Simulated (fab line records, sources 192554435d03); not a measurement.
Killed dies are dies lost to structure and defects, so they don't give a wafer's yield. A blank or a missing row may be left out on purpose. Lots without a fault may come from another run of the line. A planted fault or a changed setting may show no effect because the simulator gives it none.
Which tool did it? | flow n5_finfet | 12 lots, 36 wafers sampled, at 3 steps of a route of 1938

WHAT THE GAUGES READ, wafer by wafer
N5_DUMMY_GATE_CD_MEAS_24: target cd 15 nm.
lot  | measured    | on        | cd_nm (nm)
L075 | day 3 07:24 | cd_sem-01 | 14.8 15.2 15.2
L077 | day 3 19:14 | cd_sem-01 | 15.5 14.9 15.2
L079 | day 4 06:43 | cd_sem-02 | 14.7 15.1 15.5
L081 | day 4 17:40 | cd_sem-02 | 14.6 15.5 14.7
L083 | day 5 06:06 | cd_sem-03 | 14.9 14.1 15.7
L085 | day 5 17:32 | cd_sem-02 | 15.2 15.8 15.0
L087 | day 6 07:18 | cd_sem-03 | 15.3 14.3 14.2
L089 | day 6 18:23 | cd_sem-01 | 14.7 14.5 14.6
L091 | day 7 10:38 | cd_sem-03 | 14.7 14.7 15.6
L093 | day 7 17:53 | cd_sem-03 | 15.4 15.3 14.9
L095 | day 8 04:23 | cd_sem-03 | 15.3 15.3 14.6
L097 | day 8 22:08 | cd_sem-02 | 15.1 14.6 15.1

WHICH TOOL RAN EACH LOT (tool, then ch and the chambers of the sampled wafers, then the start)
lot  | N5_DUMMY_GATE_ETCH_36             | N5_DUMMY_GATE_ETCH_32
L075 | rie_diel-03 ch 1,2, day 3 06:25   | rie_si-01 ch 1,3, day 3 07:12
L077 | rie_diel-04 ch 1,2,3, day 3 18:29 | rie_si-01 ch 0,1,3, day 3 19:02
L079 | rie_diel-04 ch 1,2,3, day 4 05:57 | rie_si-04 ch 0,1,3, day 4 06:31
L081 | rie_diel-04 ch 0,3, day 4 16:54   | rie_si-01 ch 0,1,3, day 4 17:28
L083 | rie_diel-03 ch 0,2,3, day 5 05:08 | rie_si-04 ch 0,1,3, day 5 05:53
L085 | rie_diel-04 ch 0,1,3, day 5 16:41 | rie_si-01 ch 0,2,3, day 5 17:20
L087 | rie_diel-04 ch 0,1,2, day 6 06:32 | rie_si-01 ch 0,1,2, day 6 07:06
L089 | rie_diel-06 ch 1,3, day 6 17:28   | rie_si-04 ch 0,1,3, day 6 18:11
L091 | rie_diel-04 ch 2,3, day 7 09:22   | rie_si-06 ch 0,1,2, day 7 10:26
L093 | rie_diel-03 ch 0,1,2, day 7 17:07 | rie_si-04 ch 0,1,3, day 7 17:40
L095 | rie_diel-03 ch 1,2, day 8 03:37   | rie_si-06 ch 1,2, day 8 04:11
L097 | rie_diel-06 ch 1,2,3, day 8 21:19 | rie_si-04 ch 2,3, day 8 21:56
- N5_DUMMY_GATE_ETCH_36: etches SiARC in CF4, target depth 13 nm.
- N5_DUMMY_GATE_ETCH_32: etches SiO2 in CF4, target depth 3.5 nm, time 3.9 s.

THE ANSWER, worked out from the rows above alone
Rule: what is usual is taken from the lots themselves. Put in order of their means at a reading, lots are off if they are a third of the lots or fewer, leave a main group of 4 or more, and stand apart from it by a gap of 3 or more times the standard deviation of the main group's means; of several such gaps the widest counts. A main group whose means are all the same, to the digits that the tables above print for the reading, isn't used. A lot without any number at a reading at which 4 lots or more have one is off too. The other lots that the step has rows for count as sound.
No lot is off at any reading shown: from this, nothing can be told.

WHAT THE SIMULATOR HAD PUT IN
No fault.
